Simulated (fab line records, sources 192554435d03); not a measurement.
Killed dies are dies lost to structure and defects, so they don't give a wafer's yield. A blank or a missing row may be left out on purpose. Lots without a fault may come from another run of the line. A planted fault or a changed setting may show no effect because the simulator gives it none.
A struck lot beside a sound one | flow n5_finfet | 39 steps out of a route of 1938
Sound: wafers L353.1, L353.5, L353.6. Struck: wafers L338.2, L338.4, L338.6. The cause comes at the end.
At each step with rows: each side's tool, then ch and its chambers, then its first start. Under that, the readings that differ: sound wafers | struck wafers | difference of the means | sigmas: that difference in standard deviations of wafers without a fault.
alike: readings whose means differ by less than 2 such deviations, and words and numbers that are the same on both sides. not compared: withheld readings, readings that some wafer has no value for, bounds like >300 that may hide the same value, and numbers for which the record gives no deviation and whose values overlap.
The two part at a step that has a row with sigmas, a row that says differs or no value, or rows on one side only. Numbers that don't overlap but have no deviation are shown without sigmas and don't part them. A reading that every wafer of one side lacks parts them only if that side has two wafers or more.

first, 9 steps without rows for these wafers: N5_FIN_SAQP_PRECLEAN_42 (cleans in O3/DIW, time 60 s); N5_FIN_SAQP_PRECLEAN_00 (cleans in SC1, time 60 s); N5_FIN_SAQP_PRECLEAN_44 (cleans in SC2, time 45 s); N5_FIN_SAQP_SRD_01 (time 30 s); N5_FIN_SAQP_ALD_61 (deposits SiO2, target thk 4 nm, pulse time 1 s, purge time 2 s); N5_FIN_SAQP_DENSIFY_62 (time 60 s); N5_FIN_SAQP_HM_DEP_03 (deposits SiNx from SiH4/NH3/N2, target thk 38 nm, time 33.6 s); N5_FIN_SAQP_PECVD_47 (deposits a-Si from SiH4/He, target thk 45 nm, time 36.3 s); N5_FIN_SAQP_PECVD_48 (deposits SiNx from SiH4/NH3/N2, target thk 25 nm, time 22.1 s).
N5_FIN_SAQP_PECVD_06: deposits a-Si from SiH4/He, target thk 60 nm, time 48.1 s.
  sound on pecvd-02 ch 1,2, day 7 04:43; struck on pecvd-02 ch 1,2, day 3 10:22
  no value came back on the struck wafers for any of 6 readings (chamber_pressure_Torr (Torr), heater_power_outer_w (W) and others); on the sound wafers chamber_pressure_Torr (Torr) reads 2.994 2.999 3.012
N5_FIN_SAQP_THK_MEAS_07:
  sound on film_metro-01, day 7 04:49; struck on film_metro-02, day 3 10:28
  reading     | sound          | struck         | difference | sigmas
  thk_nm (nm) | 59.4 61.0 60.9 | 24.6 24.9 24.7 | -35.7      | -59
then, 15 steps without rows for these wafers: N5_FIN_SAQP_HM_DEP_72 (deposits SiO2 from SiH4/N2O, target thk 12 nm, time 7.2 s); N5_FIN_SAQP_COAT_49 (time 60 s, resist thk 100 nm); N5_FIN_SAQP_COAT_50 (time 60 s, resist thk 35 nm); N5_FIN_SAQP_COAT_10 (resist thk 90 nm); N5_FIN_SAQP_EBR_12; N5_FIN_SAQP_SOFTBAKE_11 (time 60 s); N5_FIN_SAQP_EXPOSE_13 (exposes mask FIN CORE, target cd 35.6 nm); N5_FIN_SAQP_PEB_14 (peb time 60 s); N5_FIN_SAQP_DEVELOP_15 (develop time 30 s); N5_FIN_SAQP_DESCUM_21 (chemistry O2, time 7.9 s); N5_FIN_SAQP_ETCH_51 (etches SiARC in CF4, target depth 45.5 nm, time 75.8 s); N5_FIN_SAQP_ETCH_52 (etches SOC in N2/H2, target depth 100 nm, overetch 20 nm, time 150 s); N5_FIN_SAQP_STRIP_53 (strips in N2/H2); N5_FIN_SAQP_HM_OPEN_73 (chemistry CHF3/O2, target SiO2, stops on a-Si, target depth 12 nm, time 16.8 s); N5_FIN_SAQP_STRIP_74 (strips in CHF3/O2).
N5_FIN_SAQP_MANDREL_ETCH_22: etches a-Si in HBr/Cl2, stops on SiNx, target depth 60 nm, bt time 10 s, time 30 s.
  sound on rie_si-01 ch 1,2, day 7 05:43; struck on rie_si-04 ch 0,2,3, day 3 11:20
  reading                  | sound             | struck            | difference | sigmas
  oes_product_au (a.u.)    | 0.769 0.770 0.776 | 0.316 0.317 0.317 | -0.455     | -35
  throttle_valve_pct (%)   | 35.31 35.71 35.30 | 35.95 36.26 36.06 | +0.65      | +3
  model.etch.depth_nm (nm) | 59.38 61.02 60.84 | 0 0 0             | -60        |
  alike: drypump_motor_current_A, rf_fwd_power_W
  not compared: rf_hours_counter_h
then, 6 steps without rows for these wafers: N5_FIN_SAQP_STRIP_55 (strips in N2/H2); N5_FIN_SAQP_STRIP_23 (strips in SPM, time 750 s); N5_FIN_SAQP_SRD_66 (time 30 s); N5_FIN_SAQP_RECESS_75 (chemistry HF/NH3, target SiO2, target depth 14.4 nm, afs cycles 3, sublimation time 60 s); N5_FIN_SAQP_SPACER1_ALD_24 (deposits SiO2, target thk 20.3 nm, pulse time 1 s, purge time 2 s); N5_FIN_SAQP_SPACER1_ETCHBACK_25 (etches SiO2 in CHF3/O2, target depth 24.4 nm, time 12.2 s).
N5_FIN_SAQP_MANDREL1_REMOVE_56: chemistry HBr/Cl2/O2, target a-Si, stops on SiNx, bt time 10 s.
  sound on rie_si-04 ch 0,1,3, day 7 07:44; struck on rie_si-04 ch 0,3, day 3 13:01
  reading                   | sound          | struck         | difference | sigmas
  model.FIN_SAQP.cd_nm (nm) | 20.4 20.6 20.2 | 35.6 35.8 35.6 | +15.3      |
  alike: drypump_motor_current_A, oes_product_au, rf_fwd_power_W, throttle_valve_pct
  not compared: rf_hours_counter_h
N5_FIN_SAQP_CD_MEAS_27: target cd 20 nm.
  sound on cd_sem-03 ch 0, day 7 07:50; struck on cd_sem-01 ch 0, day 3 13:08
  reading    | sound             | struck | difference                    | sigmas
  cd_nm (nm) | 20.45 20.85 20.44 | - - -  | no value on the struck wafers |
then, 1 step without rows for these wafers: N5_FIN_SAQP_ETCH_57 (etches SiNx in CH3F/O2, target depth 32.5 nm, time 46.4 s).
N5_FIN_SAQP_MANDREL2_REMOVE_60: chemistry HBr/Cl2/O2, target a-Si, stops on SiNx, bt time 10 s.
  sound on rie_si-01 ch 0,1,3, day 7 09:24; struck on rie_si-04 ch 0,1, day 3 15:13
  reading                   | sound   | struck         | difference | sigmas
  model.FIN_SAQP.cd_nm (nm) | 8.2 8 8 | 35.2 35.6 35.6 | +27.4      |
  alike: drypump_motor_current_A, oes_product_au, rf_fwd_power_W, throttle_valve_pct
  not compared: rf_hours_counter_h
N5_BEOL_M4_RC_MEAS_101:
  the record has rows for the sound wafers here (prober-01 ch 0, day 13 16:14) and none for the struck ones
-- the record jumps here: 10 days lie between the struck wafers' starts before and after (it left off in module BEOL_M4 and takes up again in module PASSIVATION, whose first step shown is number 1936 of the route) --
N5_PASSIVATION_PROBE_49:
  sound on prober-02, day 18 09:47; struck on prober-02, day 13 22:07
  reading                  | sound          | struck         | difference | sigmas
  defect_limited_yield (%) | 91.1 91.0 91.6 | 0 0 0          | -91        | -61
  killed_at_M0_to_M3       | 35 22 17       | 4 5 4          | -20        | -2
  killed_at_M4_up          | 11 23 17       | 1 1 1          | -16        | -4
  killed_at_front_end      | 50 46 46       | 1172 1173 1172 | +1125      | +99 or more
  killed_dies              | 105 106 99     | 1180 1180 1180 | +1077      | +63
  killed_on_rim            | 11 9 16        | 152 152 152    | +140       | +39
  killed_open              | 69 58 67       | 15 9 8         | -54        | -5
  killed_short             | 34 46 31       | 2 7 6          | -32        | -4
  sort_bin_5_function (%)  | 5.6 4.7 4.9    | 72.5 73.2 74.2 | +68.2      | +75
  sort_n_pass              | 1075 1074 1081 | 0 0 0          | -1077      | -63
  sort_yield_pct (%)       | 91.1 91.0 91.6 | 0 0 0          | -91        | -61
  alike: killed_at_contacts, killed_at_other, sort_bin_6_memory

WHERE THEY PART
First at N5_FIN_SAQP_PECVD_06; last, within this record, at N5_PASSIVATION_PROBE_49.

WHY: what the simulator had put in
Skipped step whole: pecvd-02, from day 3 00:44 on, at N5_FIN_SAQP_PECVD_06. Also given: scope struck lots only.
